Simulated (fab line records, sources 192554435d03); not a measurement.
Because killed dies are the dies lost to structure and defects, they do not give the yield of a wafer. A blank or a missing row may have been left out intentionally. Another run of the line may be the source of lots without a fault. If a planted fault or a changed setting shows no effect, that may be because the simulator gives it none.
Comparing a struck lot with a sound one    flow n5-finfet    37 steps out of a route of 1938
Sound: wafers L306.3, L306.4, L306.6. Wafers L303.3, L303.4, L303.5 were the ones struck. The cause is given at the end.
Per side, at each step with rows, come the tool, then ch with its chambers, and then its first start. Under that, the readings that differ: sound wafers    struck wafers    difference of the means    sigmas: that difference in standard deviations of wafers without a fault.
alike: a reading whose means differ by less than 2 such deviations, as well as words and numbers matching on both sides. not compared: withheld readings; readings where some wafer has no value; bounds like >300 that might hide an equal value; numbers whose values overlap and for which the record gives no deviation.
A row with sigmas, a row that says differs or no value, or rows on one side alone: a step with any of these is where the two part. Non-overlapping numbers with no deviation appear without sigmas and do not part them. A reading that every wafer of one side lacks parts them only if that side has two wafers or more.

first, 9 steps without rows for these wafers: N5_WELL_APT_DESCUM_30 (chemistry O2, time 7.9 s); N5_WELL_APT_IMPLANT_31; N5_WELL_APT_IMPLANT_32; N5_WELL_APT_STRIP_33 (strips in SPM, time 900 s); N5_WELL_APT_RTA_34 (time 10 s); N5_WELL_APT_OXIDE_STRIP_42 (strips SiO2 in dHF, time 45 s, target depth 12 nm); N5_WELL_APT_PRECLEAN_36 (cleans in O3/DIW, time 45 s); N5_WELL_APT_PRECLEAN_39 (cleans in dHF, time 60 s); N5_WELL_APT_SRD_37 (time 30 s).
N5_WELL_APT_EPI_41: deposits Si from SiH4/H2, target thk 50 nm, time 297.7 s.
  sound on epi-rpcvd-01 ch 0, day 6 04:29; struck on epi-rpcvd-03 ch 0, day 5 10:32
reading                                  sound              struck             difference                     sigmas
run-length-s (s)                         355 357 355        176 176 175        -180                           -51
susceptor_temp_C_max                     651.9 652.0 651.4  - - -              no value on the struck wafers  
model.Si_of_WELL_APT_EPI_41.thk-nm (nm)  50.82 49.66 49.56  19.83 20.33 19.36  -30.17                         
  alike: chamber-pressure-Torr, throttle-valve-pct
then, 24 steps without rows for these wafers: N5_PMOS_HMC_CHANNEL_EPI_HM_DEP_34 (deposits SiO2 from TEOS/O2, target thk 36 nm, time 6.9 s); N5_PMOS_HMC_CHANNEL_EPI_COAT_31 (time 60 s, resist thk 66 nm); N5_PMOS_HMC_CHANNEL_EPI_COAT_03 (resist thk 205 nm); N5_PMOS_HMC_CHANNEL_EPI_EBR_05; N5_PMOS_HMC_CHANNEL_EPI_SOFTBAKE_04 (time 60 s); N5_PMOS_HMC_CHANNEL_EPI_EXPOSE_06 (exposes mask PMOS HMC BLK, target cd 240 nm); N5_PMOS_HMC_CHANNEL_EPI_PEB_07 (peb time 60 s); N5_PMOS_HMC_CHANNEL_EPI_DEVELOP_08 (develop time 30 s); N5_PMOS_HMC_CHANNEL_EPI_DESCUM_14 (chemistry O2, time 7.9 s); N5_PMOS_HMC_CHANNEL_EPI_ETCH_32 (etches BARC in N2/H2, stops on SiO2, target depth 85.8 nm, time 50.3 s); N5_PMOS_HMC_CHANNEL_EPI_HM_OPEN_15 (chemistry CHF3/O2, target SiO2, target depth 40.6 nm, time 20.3 s); N5_PMOS_HMC_CHANNEL_EPI_STRIP_33 (strips in N2/H2); N5_PMOS_HMC_CHANNEL_EPI_STRIP_17 (strips in SPM, time 750 s); N5_PMOS_HMC_CHANNEL_EPI_ETCH_38 (etches SiO2 in CF4, target depth 1.5 nm); N5_PMOS_HMC_CHANNEL_EPI_FIN_RECESS_16 (chemistry HBr/Cl2, target Si, target depth 54 nm, time 18 s); N5_PMOS_HMC_CHANNEL_EPI_PRECLEAN_36 (cleans in O3/DIW, time 45 s); N5_PMOS_HMC_CHANNEL_EPI_PRECLEAN_18 (cleans in DHF, time 30 s); N5_PMOS_HMC_CHANNEL_EPI_SRD_19 (time 30 s); N5_PMOS_HMC_CHANNEL_EPI_EPI_20 (deposits SiGe30, target thk 59 nm); N5_PMOS_HMC_CHANNEL_EPI_HM_STRIP_35 (strips SiO2 in dHF, material SiO2, target depth 39.6 nm, time 216 s); N5_PMOS_HMC_CHANNEL_EPI_SRD_39 (time 30 s); N5_PMOS_HMC_CHANNEL_EPI_CMP_21 (polishes SiGe30, target thk 54 nm); N5_PMOS_HMC_CHANNEL_EPI_PRECLEAN_40 (cleans in DHF, time 30 s); N5_PMOS_HMC_CHANNEL_EPI_PRECLEAN_37 (cleans in O3/DIW, time 45 s).
N5_SD_EPI_N_STRIP_18: strips in SPM, time 750 s.
  sound on wet-bench-03 ch 0,1,4, day 7 17:29; struck on wet-bench-03 ch 0,3,6, day 6 20:26
reading                                  sound        struck     difference  sigmas
model.Si_of_WELL_APT_EPI_41.thk-nm (nm)  9.6 8.4 7.6  5.8 6 5.8  -2.7        
-- the record jumps here: 5 days lie between the struck wafers' starts before and after (it left off in module SD_EPI_N and takes up again in module BEOL_M4, whose first step shown is number 1111 of the route) --
N5_BEOL_M4_RC_MEAS_101:
  sound on prober-01 ch 0, day 12 03:58; struck on prober-01 ch 0, day 11 09:24
reading              sound                       struck                      difference  sigmas
CJ_N                 4.27 4.27 4.32              5.23 5.14 5.16              +0.89       +10
CJ_P                 6.03 5.89 5.91              1.30 1.31 1.30              -4.64       -26
DIBL_P (mV/V)        35.1 39.4 34.5              50.0 52.9 46.7              +13.5       +7
IOFF_N (nA/um)       0.14 0.20 0.13              0.08 0.12 0.06              -0.07       -2
IOFF_N_LONG (nA/um)  5.47e-05 5.44e-05 5.54e-05  4.24e-05 4.17e-05 4.21e-05  -1.28e-05   -5
IOFF_P (nA/um)       0.16 0.23 0.15              0.93 1.04 0.65              +0.69       +19
IOFF_P_85C (nA/um)   3.0 4.0 2.8                 12.6 13.9 9.2               +8.6        +16
IOFF_P_LIN (nA/um)   0.083 0.105 0.080           0.150 0.171 0.121           +0.058      +4
ION_N (uA/um)        666 682 665                 590 598 586                 -80         -7
RS_NWELL (ohm/sq)    1027 1039 1047              1106 1112 1109              +71         +11
RS_PWELL (ohm/sq)    3037 2999 3017              3358 3340 3353              +333        +16
SS_P (mV/dec)        73.4 74.8 73.1              86.5 84.9 83.2              +11.1       +17
VT_N (mV)            253 247 253                 264 262 266                 +13         +4
VT_N_LONG (mV)       275.2 275.0 274.1           293.0 294.8 295.1           +19.5       +11
VT_N_LVT (mV)        97 93 97                    108 107 112                 +13         +4
  alike: DIBL_N, ION_P, SS_N, VT_P
-- a jump in the record: the struck wafers' starts before and after are 4 days apart (it breaks off in module BEOL_M4 and resumes in module PASSIVATION, where the first step shown is number 1936 of the route) --
N5_PASSIVATION_PROBE_49:
  sound on prober-01, day 17 00:03; struck on prober-02, day 15 16:48
reading                 sound           struck             difference  sigmas
sort_bin_4_leakage (%)  0 0 0           90.59 91.19 50.34  +77.37      
sort_bin_8_speed (%)    0 0 0           1.69 0.51 42.03    +14.74      +99 or more
sort-n-pass             1103 1098 1080  0 0 0              -1094       -64
sort-yield-pct (%)      93.5 93.1 91.5  0 0 0              -93         -62
  alike: defect-limited-yield, killed_at_M0_to_M3, killed_at_M4_up, killed-at-contacts, killed-at-front-end, killed-at-other, killed-dies, killed-open, killed-short, sort_bin_5_function, sort_bin_6_memory

WHERE THEY PART
Earliest at N5_WELL_APT_EPI_41; latest, in this record, at N5_PASSIVATION_PROBE_49.

WHY: the cause the simulator had injected
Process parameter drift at N5_WELL_APT_EPI_41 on epi-rpcvd-03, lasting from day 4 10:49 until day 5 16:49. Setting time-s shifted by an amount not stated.
